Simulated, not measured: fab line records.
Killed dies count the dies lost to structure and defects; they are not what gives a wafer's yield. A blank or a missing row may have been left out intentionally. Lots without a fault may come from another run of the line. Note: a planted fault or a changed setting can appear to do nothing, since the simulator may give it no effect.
8D (eight disciplines) problem report, filled in by code :: flow n5 finfet :: the parts of the form that need people (team, actions taken, sign-off) are left out

== 1. THE PROBLEM ==
spin speed rpm at N5_BEOL_M6_COAT_63 reads a mean of 1569.5 rpm on 6 wafers of 2 lots; wafers without a fault read 1500.0 rpm with a standard deviation of 1.2. That puts it +58 standard deviations away from the usual mean.
The step: time 60 s, resist thk 60 nm.
Earliest sighting: wafer L936.1 on litho track-05 at day 12 19:58. The record has a number at this step for 37 wafers belonging to 14 lots. The rule behind "out" and "out of limits": a value lying over 4 standard deviations away from the usual mean. The other wafers with a number count as sound.

== 2. WHAT IT IS AND WHAT IT IS NOT ==
question: which readings at this step
is: spin speed rpm
is not: -

question: which lots
is: L936, L937
is not: L921, L922, L923, L924, L925, L926, L928, L929, L935, L939, L942, L943

question: which wafers of those lots
is: all that have a number
is not: -

question: read on which tools
is: litho track-05
is not: litho track-03, litho track-04

question: when
is: from day 12 19:58
is not: up to then (22 sound wafers); but 9 sound wafers of L939, L942, L943 came after

== 3. WHAT RULES OUT EACH SUSPECT ==
Counting: any tool at a process step up to the reading is kept as a suspect provided that every lot that is out went through it and no sound lot did after the first of them.
- litho track-05 at N5_BEOL_M6_COAT_63 (time 60 s, resist thk 60 nm): kept. Every lot that is out went through it, starting with L936 (day 12 19:58), and after that it ran no sound lot; the last sound lot it ran before then is L935 (day 11 21:54). On those wafers its own readings are out: spin speed rpm.
Left after counting: litho track-05 at N5_BEOL_M6_COAT_63.

== 4. THE CAUSE (what the simulator had put in) ==
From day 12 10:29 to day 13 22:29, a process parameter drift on litho track-05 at N5_BEOL_M6_COAT_63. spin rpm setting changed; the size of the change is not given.
The count eliminated every tool but this one.

== 5. SEQUENCE OF EFFECTS, ordered by route ==
Each row: a reading whose mean over the struck wafers that have a number lies more than 3 standard deviations from the usual. Scope: only readings with a usual standard deviation given in the record; hours: median across lots of the time from each lot's start at the first step in this table that gives one to its start at this step; sigmas: change in usual standard deviations.
hours: 0
step: N5_BEOL_M6_COAT_63
reading: spin speed rpm
usual: 1500.0 rpm
on struck wafers: 1569.5
change: +69.5
sigmas: +58
Here are the process steps it includes:
- N5_BEOL_M6_COAT_63: time 60 s, resist thk 60 nm.

== 6. WHAT WOULD HAVE CAUGHT IT SOONER ==
In this record the first reading out of limits was taken at day 12 19:58, 9 hours after the fault began at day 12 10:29.
